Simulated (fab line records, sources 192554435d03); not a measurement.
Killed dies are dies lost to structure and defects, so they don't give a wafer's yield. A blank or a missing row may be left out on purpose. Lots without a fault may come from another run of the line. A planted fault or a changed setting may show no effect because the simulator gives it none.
fab line records | flow n5_finfet
record lots=24 wafers=72 last_day=18
route steps=1938 shown BEOL_M5@1149
lots that met no fault: from a run of the same line without faults
start_h: hours from the record's first day to the start of the lot's first wafer shown | wait_h: hours since the lot's step before | " the same as in the row above | L1.1+2: a row that stands for several wafers | - no value, or no start given | * or withheld: withheld | < > ~ a bound
route shown NAME@n: a module of which the file shows steps, and the number in the route of the first | usual: mean/standard deviation of fault-free wafers | same: alike in all rows | chamber/n: place in a boat | sites: the reading at each site | _std_site: their standard deviation | _edge_site: outer sites' mean less inner sites' | radius_mm: how far each site lies from the wafer's centre | mask NAME#n: copy n | behind: the tool/chamber that last shaped the wafer | hold: why the lot was held/for how many hours/how that ended | device: the transistor (n, p or np) that didn't switch | end of line: the same wafers' tests at the end of the route | a step without rows: its recipe alone | killed: dies lost to structure and defects at the first sort, not the wafer's yield | map: a wafer's dies, x killed, . not, _ none there
set.NAME: the setting as run; set.NAME@STEP: as run at that earlier step | model.NAME: the simulator's own value behind a step, which no gauge read
steps of the route over a sample of lots; a table a step, a row a wafer
services: from which hour (start_h, from the record's first day; less than 0 if before it) a tool's chamber was out of use, for how many hours, and why
## steps
# step N5_BEOL_M5_OVL_MEAS_29
# recipe points_per_wafer=522
# usual V4_OVL=-0.2/0.61
# columns lot.wafer tool chamber start_h wait_h V4_OVL[nm]
L074.2 overlay-01 0 171.62 0.0 0.8
L074.3 " 0 " " 0.2
L074.6 " 0 " " 0.2
L076.1 overlay-02 0 173.67 0.0 1.6
L076.4 " 0 " " 0.9
L076.6 " 0 " " 0.6
L075.2 overlay-02 0 179.61 0.0 -0.7
L075.5 " 0 " " 0.2
L075.6 " 0 " " -0.9
L077.2 overlay-02 0 182.75 0.0 -0.4
L077.5 " 0 " " -1.5
L077.6 " 0 " " 0.2
L078.1 overlay-02 0 184.95 0.0 0.0
L078.3 " 0 " " -0.3
L078.5 " 0 " " -0.8
L079.1 overlay-01 0 194.56 0.0 0.5
L079.2 " 0 " " 0.3
L079.4 " 0 " " 0.5
L080.1 overlay-01 0 207.55 0.0 -1.0
L080.3 " 0 " " -1.5
L080.4 " 0 " " 0.3
L082.2 overlay-01 0 213.68 0.0 1.2
L082.4 " 0 " " 0.0
L082.6 " 0 " " 0.6
L081.1 overlay-02 0 213.85 0.0 -0.4
L081.3 " 0 " " -0.1
L081.5 " 0 " " 0.2
L083.1 overlay-01 0 222.50 0.0 0.2
L083.5 " 0 " " -0.9
L083.6 " 0 " " 0.1
L084.3 overlay-01 0 234.53 0.0 0.1
L084.4 " 0 " " -0.3
L084.5 " 0 " " -0.5
L085.1 overlay-01 0 241.70 0.0 -0.8
L085.4 " 0 " " -1.2
L085.5 " 0 " " -0.2
L086.1 overlay-01 0 245.10 0.0 -0.2
L086.2 " 0 " " -0.4
L086.5 " 0 " " 0.1
L087.3 overlay-02 0 247.32 0.0 -1.0
L087.4 " 0 " " -0.2
L087.6 " 0 " " -0.7
L088.2 overlay-02 0 251.13 0.0 0.0
L088.3 " 0 " " -1.3
L088.5 " 0 " " -1.4
L089.1 overlay-01 0 259.73 0.0 0.0
L089.2 " 0 " " 0.1
L089.4 " 0 " " -0.5
L090.3 overlay-02 0 268.73 0.0 -0.1
L090.4 " 0 " " -0.4
L090.6 " 0 " " -0.5
L091.1 overlay-02 0 278.85 0.0 -0.8
L091.3 " 0 " " -1.2
L091.4 " 0 " " -0.6
L092.2 overlay-02 0 280.68 0.0 -0.1
L092.4 " 0 " " 0.5
L092.6 " 0 " " -0.1
L093.2 overlay-01 0 293.23 0.0 0.4
L093.5 " 0 " " 0.0
L093.6 " 0 " " -0.5
L095.1 overlay-02 0 302.12 0.0 0.9
L095.3 " 0 " " -0.2
L095.4 " 0 " " 0.2
L096.2 overlay-01 0 302.18 0.0 -0.1
L096.3 " 0 " " 0.3
L096.4 " 0 " " 0.0
L094.1 overlay-02 0 307.17 0.0 -0.4
L094.4 " 0 " " -0.5
L094.6 " 0 " " -1.1
L097.1 overlay-01 0 317.83 0.0 -0.5
L097.2 " 0 " " -0.8
L097.6 " 0 " " 1.0
# step N5_BEOL_M5_INSPECT_30
# recipe mode=adi inspect_instrument=brightfield
# usual raw_defect_count=406/85
# columns lot.wafer tool chamber start_h wait_h raw_defect_count
L074.2 defect_inspect-01 - 171.68 0.0 316
L074.3 " - " " 448
L074.6 " - " " 300
L076.1 defect_inspect-01 - 173.73 0.1 504
L076.4 " - " " 466
L076.6 " - " " 411
L075.2 defect_inspect-02 - 179.66 0.0 492
L075.5 " - " " 481
L075.6 " - " " 519
L077.2 defect_inspect-02 - 182.81 0.0 349
L077.5 " - " " 300
L077.6 " - " " 314
L078.1 defect_inspect-02 - 185.00 0.1 519
L078.3 " - " " 379
L078.5 " - " " 324
L079.1 defect_inspect-01 - 194.62 0.1 571
L079.2 " - " " 422
L079.4 " - " " 501
L080.1 defect_inspect-02 - 207.61 0.1 406
L080.3 " - " " 280
L080.4 " - " " 321
L082.2 defect_inspect-02 - 213.73 0.0 395
L082.4 " - " " 265
L082.6 " - " " 317
L081.1 defect_inspect-02 - 213.90 0.1 374
L081.3 " - " " 500
L081.5 " - " " 449
L083.1 defect_inspect-01 - 222.56 0.1 485
L083.5 " - " " 392
L083.6 " - " " 413
L084.3 defect_inspect-02 - 234.58 0.0 402
L084.4 " - " " 397
L084.5 " - " " 502
L085.1 defect_inspect-02 - 241.76 0.1 304
L085.4 " - " " 406
L085.5 " - " " 355
L086.1 defect_inspect-01 - 245.16 0.1 440
L086.2 " - " " 424
L086.5 " - " " 420
L087.3 defect_inspect-02 - 247.36 0.0 540
L087.4 " - " " 415
L087.6 " - " " 616
L088.2 defect_inspect-01 - 251.18 0.0 337
L088.3 " - " " 330
L088.5 " - " " 340
L089.1 defect_inspect-01 - 259.79 0.1 208
L089.2 " - " " 304
L089.4 " - " " 379
L090.3 defect_inspect-01 - 268.78 0.0 402
L090.4 " - " " 490
L090.6 " - " " 551
L091.1 defect_inspect-01 - 278.91 0.1 454
L091.3 " - " " 365
L091.4 " - " " 329
L092.2 defect_inspect-02 - 280.73 0.0 308
L092.4 " - " " 271
L092.6 " - " " 378
L093.2 defect_inspect-01 - 293.28 0.0 466
L093.5 " - " " 506
L093.6 " - " " 314
L095.1 defect_inspect-01 - 302.18 0.1 364
L095.3 " - " " 375
L095.4 " - " " 314
L096.2 defect_inspect-02 - 302.24 0.1 315
L096.3 " - " " 511
L096.4 " - " " 339
L094.1 defect_inspect-02 - 307.23 0.1 417
L094.4 " - " " 403
L094.6 " - " " 392
L097.1 defect_inspect-01 - 317.89 0.1 396
L097.2 " - " " 374
L097.6 " - " " 409
# step N5_BEOL_M5_STRIP_36
# recipe chemistry=N2/H2 power_w=450 temp_c=40 pressure_mtorr=20 rf_frequency_hz=6e+07 overash_fraction=0.3 bias_power_w=7 h2_frac=0.5 n2_flow_sccm=200 h2_flow_sccm=200
# usual drypump_motor_current_A=5.8/0.52 n2_flow_sccm=199.9/0.55 oes_product_au=0.82/0.099 power_w=449.8/1.4 rf_vpp_V=59.3/1.4 showerhead_plenum_p_Torr=2.57/0.083 throttle_valve_pct=23.6/0.33
# columns lot.wafer tool chamber start_h wait_h drypump_motor_current_A n2_flow_sccm oes_product_au power_w rf_hours_counter_h rf_vpp_V showerhead_plenum_p_Torr throttle_valve_pct
L074.2 rie_diel-05 1 172.20 0.0 5.6 199.5 0.77 450.5 135 57.7 2.44 23.5
L074.3 " 2 " " 6.5 199.2 0.91 450.2 31 61.6 2.49 23.4
L074.6 " 3 " " 6.3 199.5 0.80 449.5 - 58.7 2.45 23.7
L076.1 rie_diel-05 2 174.02 0.0 6.5 199.0 0.92 451.3 32 57.2 2.49 23.4
L076.4 " 1 " " 5.6 200.4 0.78 448.4 136 57.8 2.44 23.5
L076.6 " 3 " " 6.4 199.9 0.80 448.4 - 57.9 2.45 23.7
L075.2 rie_diel-05 0 179.92 0.0 5.4 199.5 0.71 449.2 208 56.6 2.62 24.0
L075.5 " 0 " " 5.4 198.8 0.71 450.2 - 60.6 2.62 23.9
L075.6 " 1 " " 5.6 200.4 0.78 449.2 - 59.7 2.44 23.5
L077.2 rie_diel-04 0 183.07 0.0 5.4 199.1 0.67 448.8 249 61.4 2.60 24.3
L077.5 " 3 " " 5.5 198.9 0.95 447.8 - 59.4 2.69 23.0
L077.6 " 2 " " 5.7 200.5 0.69 449.9 - 61.3 2.60 23.5
L078.1 rie_diel-02 2 185.26 0.0 6.8 200.1 0.84 450.0 73 60.1 2.57 23.9
L078.3 " 0 " " 5.0 199.7 0.68 452.3 256 59.8 2.38 23.8
L078.5 " 2 " " 6.7 200.6 0.83 449.4 - 58.8 2.57 23.9
L079.1 rie_diel-02 1 194.88 0.0 6.2 200.5 0.98 450.0 2 59.0 2.50 23.9
L079.2 " 2 " " 6.8 199.3 0.83 449.1 77 59.3 2.57 23.9
L079.4 " 3 " " 6.5 199.5 0.76 449.6 - 62.4 2.54 23.6
L080.1 rie_diel-04 3 207.87 0.0 5.5 200.3 0.92 451.1 21 60.0 2.69 23.0
L080.3 " 2 " " 5.7 200.1 0.69 451.2 248 59.7 2.60 23.6
L080.4 " 2 " " 5.7 200.2 0.68 451.0 - 58.3 2.60 23.5
L082.2 rie_diel-04 1 213.99 0.0 5.4 199.4 0.67 450.8 255 59.8 2.61 23.8
L082.4 " 2 " " 5.7 199.8 0.68 449.9 - 59.4 2.60 23.5
L082.6 " 3 " " 5.5 200.7 0.90 449.8 - 59.9 2.69 23.0
L081.1 rie_diel-04 1 214.58 0.0 5.4 199.9 0.67 448.6 256 60.2 2.61 23.8
L081.3 " 2 " " 5.7 200.5 0.68 452.2 250 58.0 2.60 23.5
L081.5 " 2 " " 5.7 200.2 0.69 451.0 - 59.4 2.60 23.6
L083.1 rie_diel-04 0 222.82 0.0 5.4 199.9 0.99 449.0 1 58.3 2.60 24.0
L083.5 " 3 " " 5.5 199.8 0.91 451.4 - 60.2 2.68 23.0
L083.6 " 0 " " 5.4 199.9 0.98 449.1 - 61.0 2.59 24.0
L084.3 rie_diel-02 2 234.84 0.0 6.8 199.8 0.82 449.7 90 57.6 2.56 23.9
L084.4 " 0 " " 5.0 200.1 1.00 451.7 8 62.5 2.69 23.4
L084.5 " 1 " " 6.2 199.8 0.92 448.5 - 59.8 2.49 23.9
L085.1 rie_diel-04 0 242.02 0.0 5.4 199.8 0.93 450.7 8 60.7 2.59 24.0
L085.4 " 3 " " 5.5 200.1 0.90 449.4 - 58.9 2.68 23.0
L085.5 " 2 " " 5.7 200.3 0.68 449.1 - 59.0 2.59 23.6
L086.1 rie_diel-05 2 245.42 0.0 6.5 199.7 0.87 448.9 54 59.2 2.48 23.4
L086.2 " 3 " " 6.3 199.6 0.77 449.5 118 59.5 2.44 23.7
L086.5 " 3 " " 6.4 199.4 0.77 451.8 - 56.8 2.44 23.8
L087.3 rie_diel-02 2 247.62 0.0 6.7 200.4 0.81 449.5 94 58.4 2.56 23.9
L087.4 " 1 " " 6.2 199.4 0.89 450.9 19 60.8 2.49 23.9
L087.6 " 1 " " 6.2 200.9 0.90 450.9 - 57.4 2.49 23.9
L088.2 rie_diel-02 3 251.44 0.0 6.5 199.9 0.76 447.8 177 58.8 2.53 23.6
L088.3 " 1 " " 6.2 200.0 0.91 450.1 20 58.5 2.49 23.9
L088.5 " 3 " " 6.5 199.2 0.75 450.2 - 58.0 2.53 23.6
L089.1 rie_diel-02 1 260.05 0.0 6.1 199.7 0.89 449.3 22 60.4 2.49 23.9
L089.2 " 3 " " 6.5 199.6 0.76 451.6 179 56.5 2.53 23.6
L089.4 " 2 " " 6.8 198.9 0.81 448.2 97 59.3 2.56 23.9
L090.3 rie_diel-04 0 269.04 0.0 5.4 199.2 0.91 452.5 16 58.2 2.59 24.1
L090.4 " 1 " " 5.4 200.7 0.92 451.6 - 59.5 2.61 23.6
L090.6 " 3 " " 5.5 200.8 0.87 448.6 - 58.1 2.68 23.0
L091.1 rie_diel-05 2 279.17 0.0 6.5 200.8 0.85 448.4 64 60.5 2.47 23.4
L091.3 " 3 " " 6.4 199.6 0.78 447.2 128 58.6 2.44 23.7
L091.4 " 0 " " 5.4 200.8 0.69 446.7 238 60.2 2.61 23.9
L092.2 rie_diel-04 0 280.99 0.0 5.4 199.5 0.89 449.1 20 56.9 2.59 24.0
L092.4 " 3 " " 5.4 199.3 0.88 449.9 - 62.7 2.68 23.0
L092.6 " 0 " " 5.4 198.7 0.91 449.6 - 59.7 2.59 24.1
L093.2 rie_diel-05 0 293.54 0.0 5.5 200.2 0.67 449.5 241 59.3 2.61 24.0
L093.5 " 2 " " 6.5 199.7 0.84 452.3 - 59.2 2.47 23.4
L093.6 " 3 " " 6.3 200.0 0.75 450.9 - 59.0 2.44 23.7
L095.1 rie_diel-02 1 302.44 0.0 6.2 200.2 0.87 449.8 35 60.8 2.48 23.9
L095.3 " 0 " " 5.1 199.5 0.94 449.6 28 59.7 2.69 23.4
L095.4 " 3 " " 6.5 200.4 0.74 450.4 192 57.8 2.52 23.6
L096.2 rie_diel-04 1 302.50 0.0 5.3 200.0 0.91 449.7 17 55.7 2.60 23.6
L096.3 " 0 " " 5.4 199.6 0.89 450.6 28 60.6 2.58 24.1
L096.4 " 3 " " 5.5 200.5 0.88 450.2 53 62.4 2.67 23.0
L094.1 rie_diel-05 3 307.49 0.0 6.4 200.4 0.76 449.5 136 58.3 2.44 23.8
L094.4 " 1 " " 5.6 199.3 0.73 446.6 173 59.8 2.42 23.6
L094.6 " 1 " " 5.6 199.8 0.73 448.3 - 58.3 2.43 23.5
L097.1 rie_diel-04 0 318.50 0.0 5.4 199.6 0.89 449.5 32 56.9 2.58 24.1
L097.2 " 3 " " 5.5 199.7 0.87 448.6 58 59.6 2.67 23.0
L097.6 " 0 " " 5.4 200.4 0.87 450.0 - 60.9 2.58 24.1
# step N5_BEOL_M5_TRENCH_ETCH_37
# recipe chemistry=C4F6/O2 target_depth_a=716.52 target=SiCOH_lowk time_s=24.7 ion_energy_ev=250 pressure_mtorr=30 source_w=345 bias_w=185 Ar_flow_sccm=300 C4F6_flow_sccm=10 O2_flow_sccm=10
# usual drypump_motor_current_A=5.8/0.52 oes_f_703_au=0.81/0.093 oes_product_au=0.81/0.098 rf_vpp_V=660/9.4 showerhead_plenum_p_Torr=2.88/0.092 throttle_valve_pct=20.86/0.23
# same time_s=24.7
# columns lot.wafer tool chamber start_h wait_h drypump_motor_current_A oes_f_703_au oes_product_au rf_hours_counter_h rf_vpp_V showerhead_plenum_p_Torr throttle_valve_pct
L074.2 rie_diel-05 1 - - 5.6 0.78 0.77 135 645 2.75 20.80
L074.3 " 2 " " 6.5 0.91 0.90 31 648 2.80 20.90
L074.6 " 3 " " 6.4 0.81 0.79 - 669 2.74 20.71
L076.1 rie_diel-05 2 - - 6.5 0.92 0.91 32 649 2.80 20.88
L076.4 " 1 " " 5.6 0.79 0.76 136 645 2.75 20.78
L076.6 " 3 " " 6.4 0.81 0.79 - 668 2.74 20.72
L075.2 rie_diel-05 0 - - 5.4 0.72 0.71 208 661 2.93 20.81
L075.5 " 0 " " 5.5 0.72 0.71 - 661 2.93 20.82
L075.6 " 1 " " 5.6 0.78 0.78 - 645 2.75 20.81
L077.2 rie_diel-04 0 - - 5.4 0.65 0.67 249 698 2.91 21.36
L077.5 " 3 " " 5.5 0.96 0.95 - 647 3.03 20.45
L077.6 " 2 " " 5.7 0.72 0.70 - 666 2.94 21.01
L078.1 rie_diel-02 2 - - 6.7 0.80 0.82 73 654 2.88 21.20
L078.3 " 0 " " 5.1 0.71 0.68 256 655 2.66 20.90
L078.5 " 2 " " 6.7 0.82 0.82 - 655 2.88 21.22
L079.1 rie_diel-02 1 - - 6.2 0.88 0.95 2 668 2.82 20.93
L079.2 " 2 " " 6.8 0.80 0.80 77 654 2.88 21.20
L079.4 " 3 " " 6.5 0.74 0.75 - 661 2.85 21.04
L080.1 rie_diel-04 3 - - 5.5 0.94 0.91 21 648 3.02 20.49
L080.3 " 2 " " 5.7 0.72 0.69 248 669 2.94 21.03
L080.4 " 2 " " 5.7 0.72 0.69 - 667 2.94 21.03
L082.2 rie_diel-04 1 - - 5.4 0.66 0.66 255 665 2.92 20.88
L082.4 " 2 " " 5.7 0.72 0.69 - 667 2.94 21.01
L082.6 " 3 " " 5.5 0.93 0.92 - 647 3.02 20.49
L081.1 rie_diel-04 1 - - 5.4 0.66 0.67 256 666 2.92 20.88
L081.3 " 2 " " 5.7 0.71 0.69 250 666 2.94 21.04
L081.5 " 2 " " 5.7 0.71 0.70 - 666 2.94 21.01
L083.1 rie_diel-04 0 - - 5.4 0.95 0.98 1 671 2.91 21.01
L083.5 " 3 " " 5.5 0.93 0.90 - 647 3.02 20.49
L083.6 " 0 " " 5.4 0.94 0.97 - 671 2.90 21.03
L084.3 rie_diel-02 2 - - 6.7 0.79 0.80 90 654 2.87 21.22
L084.4 " 0 " " 5.0 1.01 1.00 8 664 3.00 20.52
L084.5 " 1 " " 6.2 0.84 0.89 - 669 2.81 20.95
L085.1 rie_diel-04 0 - - 5.4 0.91 0.94 8 671 2.90 21.04
L085.4 " 3 " " 5.5 0.91 0.89 - 644 3.02 20.52
L085.5 " 2 " " 5.7 0.71 0.68 - 666 2.93 21.03
L086.1 rie_diel-05 2 - - 6.4 0.87 0.86 54 649 2.79 20.92
L086.2 " 3 " " 6.3 0.79 0.77 118 668 2.73 20.73
L086.5 " 3 " " 6.4 0.78 0.77 - 669 2.73 20.74
L087.3 rie_diel-02 2 - - 6.7 0.79 0.79 94 655 2.87 21.24
L087.4 " 1 " " 6.2 0.83 0.88 19 668 2.81 20.96
L087.6 " 1 " " 6.2 0.83 0.89 - 668 2.81 20.96
L088.2 rie_diel-02 3 - - 6.5 0.73 0.75 177 661 2.84 21.06
L088.3 " 1 " " 6.1 0.83 0.89 20 669 2.81 20.96
L088.5 " 3 " " 6.5 0.73 0.74 - 662 2.84 21.05
L089.1 rie_diel-02 1 - - 6.2 0.83 0.88 22 669 2.81 20.95
L089.2 " 3 " " 6.5 0.73 0.75 179 661 2.84 21.06
L089.4 " 2 " " 6.7 0.77 0.79 97 655 2.87 21.24
L090.3 rie_diel-04 0 - - 5.4 0.88 0.92 16 671 2.90 21.05
L090.4 " 1 " " 5.3 0.91 0.94 - 667 2.92 20.57
L090.6 " 3 " " 5.5 0.90 0.87 - 646 3.01 20.51
L091.1 rie_diel-05 2 - - 6.5 0.86 0.85 64 647 2.79 20.92
L091.3 " 3 " " 6.3 0.78 0.77 128 669 2.72 20.78
L091.4 " 0 " " 5.4 0.70 0.69 238 660 2.91 20.86
L092.2 rie_diel-04 0 - - 5.4 0.87 0.91 20 670 2.90 21.06
L092.4 " 3 " " 5.5 0.89 0.86 - 646 3.01 20.52
L092.6 " 0 " " 5.4 0.88 0.91 - 671 2.90 21.04
L093.2 rie_diel-05 0 - - 5.5 0.70 0.69 241 661 2.91 20.87
L093.5 " 2 " " 6.5 0.86 0.84 - 649 2.78 20.94
L093.6 " 3 " " 6.4 0.77 0.75 - 668 2.72 20.77
L095.1 rie_diel-02 1 - - 6.2 0.81 0.85 35 667 2.81 20.97
L095.3 " 0 " " 5.0 0.95 0.94 28 665 2.99 20.53
L095.4 " 3 " " 6.5 0.72 0.72 192 660 2.83 21.09
L096.2 rie_diel-04 1 - - 5.4 0.88 0.91 17 667 2.92 20.59
L096.3 " 0 " " 5.4 0.86 0.89 28 670 2.89 21.06
L096.4 " 3 " " 5.5 0.87 0.86 53 647 3.01 20.53
L094.1 rie_diel-05 3 - - 6.3 0.76 0.76 136 669 2.72 20.77
L094.4 " 1 " " 5.6 0.76 0.73 173 645 2.73 20.85
L094.6 " 1 " " 5.6 0.76 0.73 - 645 2.73 20.86
L097.1 rie_diel-04 0 - - 5.4 0.85 0.88 32 671 2.89 21.08
L097.2 " 3 " " 5.4 0.87 0.85 58 646 3.01 20.55
L097.6 " 0 " " 5.4 0.85 0.88 - 669 2.89 21.08
# step N5_BEOL_M5_CD_MEAS_35
# recipe target_cd_nm=28 target_cd_y_nm=24 polarity=opening
# usual cd_nm=28.2/0.4
# columns lot.wafer tool chamber start_h wait_h cd_nm
L074.2 cd_sem-03 - 172.55 0.0 28.3
L074.3 " - " " 27.5
L074.6 " - " " 27.9
L076.1 cd_sem-02 - 174.36 0.0 28.0
L076.4 " - " " 28.5
L076.6 " - " " 28.5
L075.2 cd_sem-01 - 180.30 0.0 28.1
L075.5 " - " " 27.9
L075.6 " - " " 27.8
L077.2 cd_sem-01 - 183.42 0.0 27.9
L077.5 " - " " 28.3
L077.6 " - " " 28.1
L078.1 cd_sem-03 - 185.62 0.0 28.0
L078.3 " - " " 28.2
L078.5 " - " " 27.9
L079.1 cd_sem-03 - 195.22 0.0 27.4
L079.2 " - " " 27.8
L079.4 " - " " 27.8
L080.1 cd_sem-01 - 208.22 0.0 28.0
L080.3 " - " " 27.8
L080.4 " - " " 27.9
L082.2 cd_sem-03 - 214.34 0.0 27.9
L082.4 " - " " 27.8
L082.6 " - " " 27.8
L081.1 cd_sem-02 - 214.93 0.0 28.0
L081.3 " - " " 28.1
L081.5 " - " " 28.7
L083.1 cd_sem-02 - 223.17 0.0 28.8
L083.5 " - " " 28.0
L083.6 " - " " 28.7
L084.3 cd_sem-03 - 235.19 0.0 28.1
L084.4 " - " " 28.5
L084.5 " - " " 27.7
L085.1 cd_sem-02 - 242.36 0.0 28.3
L085.4 " - " " 28.2
L085.5 " - " " 27.6
L086.1 cd_sem-03 - 245.76 0.0 28.4
L086.2 " - " " 28.5
L086.5 " - " " 28.8
L087.3 cd_sem-01 - 247.97 0.0 28.2
L087.4 " - " " 27.6
L087.6 " - " " 28.5
L088.2 cd_sem-03 - 251.79 0.0 27.5
L088.3 " - " " 27.6
L088.5 " - " " 27.6
L089.1 cd_sem-03 - 260.40 0.0 28.2
L089.2 " - " " 28.2
L089.4 " - " " 28.1
L090.3 cd_sem-03 - 269.39 0.0 28.5
L090.4 " - " " 27.9
L090.6 " - " " 28.5
L091.1 cd_sem-03 - 279.52 0.0 28.3
L091.3 " - " " 28.8
L091.4 " - " " 28.4
L092.2 cd_sem-02 - 281.34 0.0 28.7
L092.4 " - " " 28.4
L092.6 " - " " 28.5
L093.2 cd_sem-01 - 293.90 0.0 28.6
L093.5 " - " " 28.8
L093.6 " - " " 28.6
L095.1 cd_sem-01 - 302.79 0.0 28.1
L095.3 " - " " 28.1
L095.4 " - " " 27.8
L096.2 cd_sem-02 - 302.85 0.0 28.4
L096.3 " - " " 28.5
L096.4 " - " " 28.5
L094.1 cd_sem-03 - 307.83 0.0 28.0
L094.4 " - " " 28.3
L094.6 " - " " 28.1
L097.1 cd_sem-03 - 318.84 0.0 28.0
L097.2 " - " " 27.9
L097.6 " - " " 28.6
# step N5_BEOL_M5_CO_CAP_78
# recipe material=Co target_thk_a=20 temp_c=200 precursor=CCTBA/H2 pressure_torr=30 time_s=102.1
# usual heater_power_w=226/11 susceptor_temp_C=199.99/0.15
# same time_s=102.1
# columns lot.wafer tool chamber start_h wait_h heater_power_w susceptor_temp_C
L074.2 cvd_co-01 0 179.36 0.0 220 199.75
L074.3 " 2 " " 227 200.00
L074.6 " 2 " " 222 200.08
L076.1 cvd_co-02 0 181.49 0.0 195 200.07
L076.4 " 2 " " 221 199.94
L076.6 " 1 " " 233 200.05
L075.2 cvd_co-02 2 186.66 0.0 218 199.79
L075.5 " 1 " " 230 199.96
L075.6 " 0 " " 197 200.07
L077.2 cvd_co-01 1 189.88 0.0 243 199.82
L077.5 " 1 " " 231 199.78
L077.6 " 0 " " 227 200.10
L078.1 cvd_co-01 1 192.78 0.0 240 200.06
L078.3 " 2 " " 217 200.10
L078.5 " 0 " " 234 200.12
L079.1 cvd_co-01 2 201.79 0.0 217 200.27
L079.2 " 0 " " 231 200.01
L079.4 " 2 " " 226 199.93
L080.1 cvd_co-01 2 215.34 0.0 221 200.06
L080.3 " 0 " " 227 199.99
L080.4 " 2 " " 228 200.02
L082.2 cvd_co-01 2 220.97 0.0 219 199.97
L082.4 " 0 " " 224 199.83
L082.6 " 2 " " 221 199.97
L081.1 cvd_co-01 2 221.70 0.0 223 200.08
L081.3 " 0 " " 231 199.99
L081.5 " 2 " " 221 200.09
L083.1 cvd_co-01 1 230.74 0.0 238 200.24
L083.5 " 0 " " 222 200.19
L083.6 " 2 " " 227 199.99
L084.3 cvd_co-01 0 242.45 0.0 220 200.11
L084.4 " 0 " " 227 199.99
L084.5 " 2 " " 228 199.67
L085.1 cvd_co-02 1 249.03 0.0 230 199.78
L085.4 " 0 " " 196 200.01
L085.5 " 2 " " 223 199.75
L086.1 cvd_co-01 2 252.09 0.0 223 200.19
L086.2 " 1 " " 238 199.90
L086.5 " 2 " " 226 200.17
L087.3 cvd_co-01 2 257.22 0.0 227 199.82
L087.4 " 2 " " 227 199.59
L087.6 " 1 " " 232 199.92
L088.2 cvd_co-02 0 258.54 0.0 191 200.11
L088.3 " 1 " " 226 199.99
L088.5 " 2 " " 227 199.76
L089.1 cvd_co-02 0 268.06 0.0 197 199.91
L089.2 " 1 " " 231 199.96
L089.4 " 0 " " 192 200.07
L090.3 cvd_co-01 0 281.13 0.0 234 200.09
L090.4 " 2 " " 222 199.76
L090.6 " 1 " " 236 199.82
L091.1 cvd_co-01 0 285.97 0.0 219 200.14
L091.3 " 1 " " 243 200.11
L091.4 " 1 " " 240 199.99
L092.2 cvd_co-01 1 288.40 0.0 241 199.96
L092.4 " 0 " " 231 200.03
L092.6 " 1 " " 237 199.99
L093.2 cvd_co-02 1 301.67 0.0 232 199.73
L093.5 " 1 " " 230 200.00
L093.6 " 2 " " 222 199.96
L096.2 cvd_co-01 2 309.26 0.0 224 200.09
L096.3 " 1 " " 240 200.01
L096.4 " 1 " " 236 199.95
L095.1 cvd_co-01 1 309.84 0.0 237 200.03
L095.3 " 2 " " 223 200.13
L095.4 " 0 " " 225 200.10
L094.1 cvd_co-01 0 314.64 0.0 227 199.96
L094.4 " 0 " " 228 200.00
L094.6 " 2 " " 229 199.99
L097.1 cvd_co-01 2 325.42 0.0 223 199.73
L097.2 " 1 " " 242 199.73
L097.6 " 2 " " 219 199.84
## services
# columns tool chamber start_h hours kind
rie_diel-05 0 149.93 9.9 repair
rie_diel-02 1 158.69 - clean
rie_diel-02 1 158.69 - consumable_replace:focus_ring
rie_diel-02 1 158.69 32.3 scheduled_down
rie_diel-02 1 158.69 32.3 vent_cycle
rie_diel-04 0 184.42 - clean
rie_diel-04 0 184.42 - consumable_replace:esc
rie_diel-04 0 184.42 - consumable_replace:focus_ring
rie_diel-04 0 184.42 36.4 scheduled_down
rie_diel-04 0 184.42 36.4 vent_cycle
rie_diel-02 0 191.04 - clean
rie_diel-02 0 191.04 - consumable_replace:focus_ring
rie_diel-02 0 191.04 - consumable_replace:showerhead
rie_diel-02 0 191.04 13.5 scheduled_down
rie_diel-04 1 220.95 - clean
rie_diel-04 1 220.95 - consumable_replace:focus_ring
rie_diel-04 1 220.95 21.6 scheduled_down
rie_diel-04 1 220.95 21.6 vent_cycle
cvd_co-01 1 257.55 8.4 repair
rie_diel-04 2 265.06 - clean
rie_diel-04 2 265.06 - consumable_replace:focus_ring
rie_diel-04 2 265.06 27.9 scheduled_down
rie_diel-04 2 265.06 27.9 vent_cycle
rie_diel-02 0 324.30 6.3 repair
## key
fault none
